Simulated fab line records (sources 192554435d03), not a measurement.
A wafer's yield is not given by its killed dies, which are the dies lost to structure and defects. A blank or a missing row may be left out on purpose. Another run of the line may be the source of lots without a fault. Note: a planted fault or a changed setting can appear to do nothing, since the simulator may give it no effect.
Split-lot trial + flow n5 finfet + 7 lots, 21 wafers read, on a route of 1938 steps

## THE SPLIT
At N5_BEOL_M0_SAQP_PEB_12 (peb time 60 s), the setting peb time s was moved away from the recipe's 60 s on 9 of the 21 wafers read, by -20.6% to +22.2%. This setting was run at the recipe's value on the other wafers.

## SPLIT TO READING: what lies between them in the file, 1 step
- N5_BEOL_M0_SAQP_DEVELOP_13: develop time 30 s

## THE READING
Shown in nm: cd nm at N5_BEOL_M0_SAQP_CD_MEAS_14, with target cd 42.5 nm. Fault-free wafers of this fab line usually give 42.4 nm, standard deviation 0.33 nm.

| wafer  | tool, chamber at the split | peb time s as run, s | against the recipe | cd nm, nm | against lot-mates on the recipe |
|--------|----------------------------|----------------------|--------------------|-----------|---------------------------------|
| L074.1 | litho track-04, 0          | 60                   | recipe             | 42.9      | -                               |
| L074.4 | litho track-04, 0          | 49.58                | -17.4%             | 45.7      | +2.8                            |
| L074.6 | litho track-04, 0          | 49.58                | -17.4%             | 46.3      | +3.4                            |
| L078.1 | litho track-01, 0          | 60                   | recipe             | 42.2      | -                               |
| L078.2 | litho track-01, 0          | 60                   | recipe             | 42.0      | -                               |
| L078.6 | litho track-01, 0          | 60                   | recipe             | 42.5      | -                               |
| L079.1 | litho track-05, 0          | 60                   | recipe             | 42.4      | -                               |
| L079.2 | litho track-05, 0          | 60                   | recipe             | 42.1      | -                               |
| L079.6 | litho track-05, 0          | 50.32                | -16.1%             | 45.2      | +3.0                            |
| L085.1 | litho track-05, 0          | 73.29                | +22.2%             | 39.4      | no lot-mate on the recipe       |
| L085.3 | litho track-05, 0          | 73.29                | +22.2%             | 39.9      | no lot-mate on the recipe       |
| L085.5 | litho track-05, 0          | 73.29                | +22.2%             | 39.8      | no lot-mate on the recipe       |
| L093.1 | litho track-04, 0          | 47.67                | -20.6%             | 46.0      | +3.9                            |
| L093.4 | litho track-04, 0          | 60                   | recipe             | 41.6      | -                               |
| L093.6 | litho track-04, 0          | 60                   | recipe             | 42.6      | -                               |
| L094.4 | litho track-04, 0          | 69.54                | +15.9%             | 40.0      | -1.8                            |
| L094.5 | litho track-04, 0          | 60                   | recipe             | 41.8      | -                               |
| L094.6 | litho track-04, 0          | 69.54                | +15.9%             | 40.3      | -1.5                            |
| L095.1 | litho track-05, 0          | 60                   | recipe             | 42.2      | -                               |
| L095.2 | litho track-05, 0          | 60                   | recipe             | 42.9      | -                               |
| L095.6 | litho track-05, 0          | 60                   | recipe             | 42.3      | -                               |

FIT RESULTS
A straight line over all 21 wafers: cd nm changes by -0.153 nm for each +1% of peb time s; r = -0.97; the points scatter about the line by 0.52 nm.
The same after taking each lot's own level away (the mean of its wafers on the recipe; 18 wafers): -0.156 nm for each +1%; r = -0.97; scatter 0.42 nm.
That fit puts the effect of the largest move of peb time s on the reading at 3.5 nm.
The lots' own levels span 41.80 to 42.90 nm, that is 3.3 times the standard deviation above.
Consequently the slope shifts little with the lot-to-lot level, the two slopes agreeing.
Check: +3.24 nm against its lot-mates is what the line predicts for one of the wafers moved furthest among these (-20.6%) when that wafer is left out of the fit. Against them it came out at +3.9 nm.

## THE OTHER SPLITS THESE WAFERS WENT THROUGH
Before the reading, these wafers also passed through other splits. Each is held against what the fit with the lots' levels taken away leaves over:
| other split on the same wafers        | wafers away from the commonest value | r with cd nm (lot level and that fit taken away) |
|---------------------------------------|--------------------------------------|--------------------------------------------------|
| N5_SD_EPI_P_COAT_03 spin rpm          | 9                                    | +0.14                                            |
| N5_HKMG_FIN_EXPOSE_46 dose mj         | 7                                    | -0.16                                            |
| N5_HKMG_FIN_ETCH_54 source w          | 7                                    | -0.09                                            |
| N5_MOL_CONTACT_COAG_ETCH_15 source w  | 11                                   | -0.35                                            |
| N5_MOL_CONTACT_COAG_COAT_64 spin rpm  | 2                                    | +0.10                                            |
| N5_MOL_CONTACT_COAG_EXPOSE_37 dose mj | 6                                    | -0.27                                            |

## THE FILE'S OWN FIT
cd nm changes by -0.17 nm for each +1% of peb time s, r = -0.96.
